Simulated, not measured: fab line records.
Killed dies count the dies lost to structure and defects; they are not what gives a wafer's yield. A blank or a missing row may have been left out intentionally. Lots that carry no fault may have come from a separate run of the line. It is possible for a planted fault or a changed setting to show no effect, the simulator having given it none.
Matching of chambers ; flow n5_finfet ; 3 sister chambers for N5_BEOL_M7_CURE_74 on uv_cure-03
The step cures SiCOH lowk, time 240 s. 22 wafers are shown with their chamber, then 11 later ones without.

## EACH WAFER AND ITS CHAMBER
wafer;chamber;wafer_temp_C_max;lamp_power_pct (%)
L075.2;0;387.9;52.42
L075.4;0;387.7;52.35
L075.5;0;387.2;52.23
L079.2;2;387.9;52.34
L079.3;2;387.8;52.39
L079.5;2;388.4;52.28
L082.1;0;386.9;52.28
L082.3;0;386.5;52.29
L082.6;0;385.9;52.26
L084.1;0;386.2;52.30
L084.5;0;386.8;52.28
L084.6;0;386.2;52.21
L085.1;0;386.4;52.26
L085.4;0;387.2;52.25
L085.6;0;387.2;52.31
L086.1;1;387.8;52.28
L086.4;1;387.6;52.26
L086.5;1;387.2;52.29
L090.1;0;386.3;52.24
L090.4;0;386.6;52.34
L090.6;0;386.4;52.27
L089.1;1;388.0;52.25

SIGNATURES (averages over the wafers above)
reading;chamber 0;chamber 1;chamber 2;scatter within a chamber
wafer_temp_C_max;386.760;387.650;388.033;0.527
lamp_power_pct;52.2860;52.2700;52.3367;0.0496
Rule: distance of a wafer from a chamber = root of the sum over the readings of ((wafer's reading minus chamber's mean) / reading's scatter) squared. If the next closest chamber is less than 2 further off than the closest, the wafer can't be placed; otherwise it belongs to the closest. The scatter is the square root of a quotient: the sum, over the shown wafers, of each reading's squared deviation from its chamber's mean, divided by wafers minus chambers.

## WAFERS WITHOUT THEIR CHAMBER
wafer;wafer_temp_C_max;lamp_power_pct (%)
L089.3;387.1;52.30
L089.6;387.6;52.34
L091.4;387.0;52.32
L091.5;387.4;52.26
L091.6;388.3;52.28
L092.1;388.2;52.24
L092.2;387.0;52.31
L092.4;386.8;52.27
L094.4;387.2;52.35
L094.5;387.8;52.24
L094.6;388.7;52.30

## EACH ONE'S CHAMBER
wafer;from the rows above;in truth
L089.3;can't be placed: 0 or 1 or 2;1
L089.6;can't be placed: 2 or 1 or 0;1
L091.4;can't be placed: 0 or 1 or 2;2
L091.5;can't be placed: 1 or 0 or 2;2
L091.6;can't be placed: 2 or 1 or 0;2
L092.1;can't be placed: 1 or 2 or 0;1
L092.2;can't be placed: 0 or 1 or 2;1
L092.4;can't be placed: 0 or 1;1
L094.4;can't be placed: 0 or 2 or 1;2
L094.5;can't be placed: 1 or 2 or 0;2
L094.6;can't be placed: 2 or 1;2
Correctly placed: 0 of 11. Unplaceable from these rows: 11, with the true chamber sitting among the candidates in 11. Placed wrongly: 0.
